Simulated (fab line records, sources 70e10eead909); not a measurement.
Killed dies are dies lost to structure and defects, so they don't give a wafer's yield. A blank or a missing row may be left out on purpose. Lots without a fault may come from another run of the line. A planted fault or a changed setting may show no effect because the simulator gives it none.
Chamber matching | flow nand_harc | NHARC_A_STAIRCASE_DEP_417 on pecvd-02: 3 sister chambers
The step deposits Si3N4, target thk 60 nm. 14 wafers are shown with their chamber, then 7 later ones without.

WAFERS WITH THEIR CHAMBER
wafer  | chamber | heater_power_w (W) | susceptor_temp_C (C)
L078.3 | 0       | 791                | 400.00
L078.4 | 1       | 816                | 400.11
L078.6 | 0       | 825                | 400.08
L079.1 | 0       | 842                | 399.80
L079.4 | 0       | 832                | 399.99
L079.5 | 2       | 756                | 399.67
L087.2 | 1       | 822                | 400.27
L087.3 | 0       | 866                | 400.12
L087.6 | 2       | 733                | 400.34
L091.1 | 0       | 898                | 399.80
L091.4 | 2       | 694                | 399.80
L091.6 | 1       | 783                | 400.19
L090.2 | 2       | 829                | 399.72
L090.3 | 0       | 895                | 400.09

SIGNATURES (means of the wafers above)
reading          | chamber 0 | chamber 1 | chamber 2 | scatter within a chamber
heater_power_w   | 849.86    | 807.00    | 753.00    | 42.2
susceptor_temp_C | 399.9829  | 400.1900  | 399.8825  | 0.192
Rule: a wafer's distance from a chamber is the root of the sum, over the readings, of the square of ((its reading less the chamber's mean) divided by the reading's scatter). The wafer belongs to the nearest chamber; if the next one is less than 2 further off, it can't be placed. The scatter: the root of (the sum of the squares of (reading less its chamber's mean) over the shown wafers, divided by (wafers less chambers)).

WAFERS WITHOUT THEIR CHAMBER
wafer  | heater_power_w (W) | susceptor_temp_C (C)
L090.6 | 906                | 399.95
L096.1 | 767                | 400.21
L096.4 | 815                | 400.23
L096.5 | 848                | 400.06
L095.2 | 789                | 399.90
L095.4 | 680                | 400.15
L095.5 | 987                | 400.35

WHICH CHAMBER EACH WENT THROUGH
wafer  | from the rows above          | in truth
L090.6 | can't be placed: 0 or 1      | 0
L096.1 | can't be placed: 1 or 2 or 0 | 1
L096.4 | can't be placed: 1 or 0      | 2
L096.5 | can't be placed: 0 or 1      | 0
L095.2 | can't be placed: 2 or 0 or 1 | 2
L095.4 | can't be placed: 2 or 1 or 0 | 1
L095.5 | can't be placed: 0 or 1      | 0
Placed correctly: 0 of 7. Can't be placed from these rows: 7 (the true chamber is among the candidates in 6). Placed wrongly: 0.
